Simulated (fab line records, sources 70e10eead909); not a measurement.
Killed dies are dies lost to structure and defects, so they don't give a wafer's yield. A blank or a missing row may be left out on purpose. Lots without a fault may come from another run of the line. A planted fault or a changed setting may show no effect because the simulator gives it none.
fab line records | flow nand_harc
record lots=5 wafers=15 last_day=24
route steps=1159 shown P_STI@107 P_GATE@110 END@1159
lots that met no fault: from a run of the same line without faults
start_h: hours from the record's first day to the start of the lot's first wafer shown | wait_h: hours since the lot's step before | " the same as in the row above | L1.1+2: a row that stands for several wafers | - no value, or no start given | * or withheld: withheld | < > ~ a bound
route shown NAME@n: a module of which the file shows steps, and the number in the route of the first | usual: mean/standard deviation of fault-free wafers | same: alike in all rows | chamber/n: place in a boat | sites: the reading at each site | _std_site: their standard deviation | _edge_site: outer sites' mean less inner sites' | radius_mm: how far each site lies from the wafer's centre | mask NAME#n: copy n | behind: the tool/chamber that last shaped the wafer | hold: why the lot was held/for how many hours/how that ended | device: the transistor (n, p or np) that didn't switch | end of line: the same wafers' tests at the end of the route | a step without rows: its recipe alone | killed: dies lost to structure and defects at the first sort, not the wafer's yield | map: a wafer's dies, x killed, . not, _ none there
set.NAME: the setting as run; set.NAME@STEP: as run at that earlier step | model.NAME: the simulator's own value behind a step, which no gauge read
lots at some steps of the route; a table a step, a row a wafer
services: from which hour (start_h, from the record's first day; less than 0 if before it) a tool's chamber was out of use, for how many hours, and why
## steps
# step NHARC_P_STI_SRD_39
# step NHARC_P_STI_OXIDE_40
# recipe target_thk_a=100 temp_c=900 ox_time_s=1362 material=SiO2
# step NHARC_P_STI_INSPECT_25
# usual raw_defect_count=212/68
# columns lot.wafer tool chamber start_h wait_h raw_defect_count
L489.2 defect_inspect-01 - 78.20 0.4 234
L489.4 " - " " 167
L489.5 " - " " 158
L491.2 defect_inspect-02 - 83.49 0.4 135
L491.3 " - " " 89
L491.5 " - " " 126
L502.1 defect_inspect-01 - 142.49 0.4 171
L502.4 " - " " 274
L502.5 " - " " 135
L503.2 defect_inspect-01 - 159.28 0.4 240
L503.3 " - " " 187
L503.5 " - " " 176
L509.2 defect_inspect-01 - 187.69 0.4 120
L509.4 " - " " 243
L509.5 " - " " 223
# step NHARC_P_GATE_ETCH_69
# recipe target_depth_a=140 chemistry=dHF material=SiO2
# step NHARC_P_GATE_PRECLEAN_70
# recipe time_s=* temp_c=50 bath_age_min=0 chemistry=SC1
# step NHARC_P_GATE_SRD_01
# step NHARC_P_GATE_OXIDE_02
# recipe target_thk_a=375 temp_c=950 p_h2o_torr=720 ox_time_s=365 material=SiO2
# step NHARC_P_GATE_DEHYDRATE_03
# recipe temp_c=150 time_s=120
# step NHARC_P_GATE_HMDS_04
# recipe time_s=30
# step NHARC_P_GATE_COAT_05
# recipe spin_rpm=4690
# step NHARC_P_GATE_SOFTBAKE_06
# recipe temp_c=122 time_s=95
# step NHARC_P_GATE_EBR_07
# step NHARC_P_GATE_EXPOSE_08
# recipe na=0.6 dose_mj=16.75 mask_id=P_HV
# usual focus_offset_nm=0.0/0.5
# columns lot.wafer tool chamber start_h wait_h mask focus_offset_nm
L489.2 krf_scanner-04 0 86.20 - P_HV#0 -0.2
L489.4 " 0 " " P_HV#0 0.2
L489.5 " 0 " " P_HV#0 0.3
L491.2 krf_scanner-04 0 91.40 - P_HVPW#0 -0.1
L491.3 " 0 " " P_HVPW#0 0.1
L491.5 " 0 " " P_HVPW#0 -0.7
L502.1 krf_scanner-02 0 150.82 - P_HV#0 0.2
L502.4 " 0 " " P_HV#0 -0.8
L502.5 " 0 " " P_HV#0 0.0
L503.2 krf_scanner-03 0 167.27 - P_HV#0 -0.2
L503.3 " 0 " " P_HV#0 0.0
L503.5 " 0 " " P_HV#0 0.3
L509.2 krf_scanner-02 0 196.02 - P_HV#0 -0.1
L509.4 " 0 " " P_HV#0 0.2
L509.5 " 0 " " P_HV#0 0.7
# step NHARC_P_GATE_PEB_09
# recipe peb_temp_c=118 peb_time_s=85
# step NHARC_P_GATE_DEVELOP_10
# recipe time_s=70
# step NHARC_P_GATE_CD_MEAS_11
# recipe target_cd_nm=1640 landing_energy_ev=500
# usual cd_nm=1639.7/2.2
# same landing_energy_ev=500
# columns lot.wafer tool chamber start_h wait_h cd_nm
L489.2 cd_sem-01 0 86.35 - 1641.9
L489.4 " 0 " " 1642.8
L489.5 " 0 " " 1641.9
L491.2 cd_sem-03 0 91.55 - -
L491.3 " 0 " " -
L491.5 " 0 " " -
L502.1 cd_sem-03 0 150.98 - 1638.7
L502.4 " 0 " " 1642.0
L502.5 " 0 " " 1639.0
L503.2 cd_sem-01 0 167.43 - 1640.5
L503.3 " 0 " " 1639.4
L503.5 " 0 " " 1636.7
L509.2 cd_sem-03 0 196.18 - 1636.3
L509.4 " 0 " " 1639.9
L509.5 " 0 " " 1641.4
# step NHARC_P_GATE_HARDBAKE_12
# recipe temp_c=125 time_s=80
# step NHARC_END_SORT_01
# recipe temp_c=25
# usual killed_at_array=28/10 killed_at_other=0.6/1.1 killed_at_periphery=3.6/2.6 killed_dies=32/10 killed_open=3.3/1.8 killed_short=1.9/1.4
# same gross_dies=677
# columns lot.wafer tool chamber start_h wait_h killed_at_array killed_at_other killed_at_periphery killed_dies killed_open killed_short
L491.2 prober-02 0 450.17 2.8 28 0 649 677 3 1
L491.3 prober-02 0 450.98 3.1 17 0 660 677 2 2
L491.5 prober-02 0 452.60 3.7 32 0 645 677 4 2
L503.2 prober-01 0 523.99 2.8 20 0 4 24 2 1
L503.3 prober-01 0 524.80 3.1 28 0 6 34 4 1
L503.5 prober-01 0 526.40 3.7 33 0 2 35 7 1
L502.1 prober-02 0 534.38 2.5 41 1 4 46 4 4
L502.4 prober-02 0 536.77 3.4 46 0 2 48 2 1
L502.5 prober-02 0 537.57 3.7 56 1 2 59 0 1
# killed by level:class
L491.2 P_GATE:area_expose=645 A_CHANNEL_HOLE_D1:chamber_film_flake=10 A_STAIRCASE:chamber_film_flake=7 A_SLIT:chamber_film_flake=4 P_GATE:chamber_film_flake=2 A_ZERO_WELL:chamber_film_flake=2 A_CONTACT:chamber_film_flake=2 P_CONTACT:geometric_particle:open=1
L491.3 P_GATE:area_expose=656 A_CHANNEL_HOLE_D1:chamber_film_flake=7 A_CONTACT:chamber_film_flake=3 A_STAIRCASE:chamber_film_flake=2 P_M0:geometric_particle:open=1 A_ONON_D1:geometric_particle:short=1 A_CONTACT:geometric_particle:short=1 A_M0:geometric_particle:open=1
L491.5 P_GATE:area_expose=641 A_CHANNEL_HOLE_D1:chamber_film_flake=21 A_STAIRCASE:chamber_film_flake=4 P_GATE:chamber_film_flake=2 A_CONTACT:chamber_film_flake=2 P_CONTACT:geometric_particle:short=1 P_M0:geometric_particle:open=1 A_WL_FILL:geometric_particle:short=1
L503.2 A_CHANNEL_HOLE_D1:chamber_film_flake=15 P_M0:chamber_film_flake=2 A_SOURCE_PLATE:geometric_particle:open=1 A_SGD_CUT:geometric_particle:short=1 A_M1:geometric_particle:open=1 P_CONTACT:chamber_film_flake=1 P_M2:chamber_film_flake=1 A_STAIRCASE:chamber_film_flake=1
L503.3 A_CHANNEL_HOLE_D1:chamber_film_flake=22 P_M0:chamber_film_flake=4 A_STAIRCASE:chamber_film_flake=3 P_M0:geometric_particle:open=2 A_ONON_D1:geometric_particle:short=1 A_ONON_D1:geometric_particle:open=1 A_BLC:geometric_particle:open=1
L503.5 A_CHANNEL_HOLE_D1:chamber_film_flake=22 A_CONTACT:geometric_particle:open=2 A_CONTACT:chamber_film_flake=2 P_M1:geometric_particle:open=1 A_ONON_D1:geometric_particle:open=1 A_CHANNEL_HOLE_D1:geometric_particle:open=1 A_CHANNEL_HOLE_D1:geometric_particle:short=1 A_CHANNEL_FILL_D1:geometric_particle:open=1
L502.1 A_CHANNEL_HOLE_D1:chamber_film_flake=16 A_SLIT:chamber_film_flake=11 A_CONTACT:chamber_film_flake=6 P_M1:geometric_particle:short=3 A_CONTACT:geometric_particle:open=2 P_CONTACT:geometric_particle:open=1 A_CHANNEL_FILL_D1:geometric_particle:open=1 A_CONTACT:geometric_particle:short=1
L502.4 A_CHANNEL_HOLE_D1:chamber_film_flake=19 A_SLIT:chamber_film_flake=13 A_CONTACT:chamber_film_flake=10 A_STAIRCASE:chamber_film_flake=2 P_CONTACT:geometric_particle:short=1 P_CONTACT:geometric_particle:open=1 A_BLC:geometric_particle:open=1 A_ZERO_WELL:chamber_film_flake=1
L502.5 A_CHANNEL_HOLE_D1:chamber_film_flake=25 A_SLIT:chamber_film_flake=11 A_CONTACT:chamber_film_flake=11 A_STAIRCASE:chamber_film_flake=5 A_WL_FILL:geometric_particle:short=1 P_GATE:chamber_film_flake=1 P_BONDPAD:chamber_film_flake=1 A_ZERO_WELL:chamber_film_flake=1
# map L491.2 (x killed, . not)
____________x____________
_________xxxxxxx_________
_______xxxxxxxxxxx_______
______xxxxxxxxxxxxx______
_____xxxxxxxxxxxxxxx_____
____xxxxxxxxxxxxxxxxx____
____xxxxxxxxxxxxxxxxx____
___xxxxxxxxxxxxxxxxxxx___
___xxxxxxxxxxxxxxxxxxx___
__xxxxxxxxxxxxxxxxxxxxx__
__xxxxxxxxxxxxxxxxxxxxx__
_xxxxxxxxxxxxxxxxxxxxxxx_
_xxxxxxxxxxxxxxxxxxxxxxx_
_xxxxxxxxxxxxxxxxxxxxxxx_
_xxxxxxxxxxxxxxxxxxxxxxx_
_xxxxxxxxxxxxxxxxxxxxxxx_
xxxxxxxxxxxxxxxxxxxxxxxxx
xxxxxxxxxxxxxxxxxxxxxxxxx
xxxxxxxxxxxxxxxxxxxxxxxxx
xxxxxxxxxxxxxxxxxxxxxxxxx
xxxxxxxxxxxxxxxxxxxxxxxxx
_xxxxxxxxxxxxxxxxxxxxxxx_
_xxxxxxxxxxxxxxxxxxxxxxx_
_xxxxxxxxxxxxxxxxxxxxxxx_
_xxxxxxxxxxxxxxxxxxxxxxx_
_xxxxxxxxxxxxxxxxxxxxxxx_
__xxxxxxxxxxxxxxxxxxxxx__
__xxxxxxxxxxxxxxxxxxxxx__
___xxxxxxxxxxxxxxxxxxx___
___xxxxxxxxxxxxxxxxxxx___
____xxxxxxxxxxxxxxxxx____
____xxxxxxxxxxxxxxxxx____
_____xxxxxxxxxxxxxxx_____
______xxxxxxxxxxxxx______
_______xxxxxxxxxxx_______
_________xxxxxxx_________
____________x____________
# map L489.5 (x killed, . not)
____________.____________
_________......._________
_______..........._______
______........x....______
_____..............._____
____.................____
____......x..........____
___.......x...........___
___...................___
__.....................__
__.....................__
_......................._
_......................._
_......................._
_...............x.x....._
_...x.x..xx.........x..._
.........................
.........................
.........................
.........................
.........................
_......................._
_......................._
_................x......_
_......................._
_...........x..........._
__..............x......__
__.....................__
___...................___
___.............x.....___
____.......x.........____
____..........x......____
_____..............._____
______.............______
_______..........._______
_________......._________
____________.____________
## services
# columns tool chamber start_h hours kind
krf_scanner-04 0 64.62 - calibration
krf_scanner-03 - 66.89 22.9 repair
krf_scanner-03 0 103.90 - calibration
krf_scanner-04 - 126.00 4.0 pm
krf_scanner-03 - 168.00 4.0 pm
## key
first_sign step=NHARC_P_GATE_EXPOSE_08 reading=mask direction=changed
effect step=NHARC_P_GATE_CD_MEAS_11 reading=cd_nm direction=missing
effect step=NHARC_END_SORT_01 reading=killed_at_periphery direction=up sigmas=99+ usual=3.6 struck=651.3
more_kills_born_at NHARC_P_GATE_EXPOSE_08@krf_scanner-04=1942
met_at NHARC_P_GATE_EXPOSE_08
struck_wafers L491.2,L491.3,L491.5
later_rows_left_out L491.2,L491.3,L491.5
tester_left_out L491
onset_between 86.20 91.40
fault kind=wrong_mask tool=any chamber=- onset_h=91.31 steps=NHARC_P_GATE_EXPOSE_08 aux_copy=P_HVPW#0 scope=struck_lots_only
# tester_left_out: of these lots the tester's yield and bins aren't shown, on N5 and GAA mostly nor the transistor test; their killed dies are dies lost to structure and defects alone, not to doping, threshold or leakage, so they don't give the yield
# later_rows_left_out: the simulator's readings of these wafers behind a module that went badly wrong aren't trusted and aren't shown, but for the sort
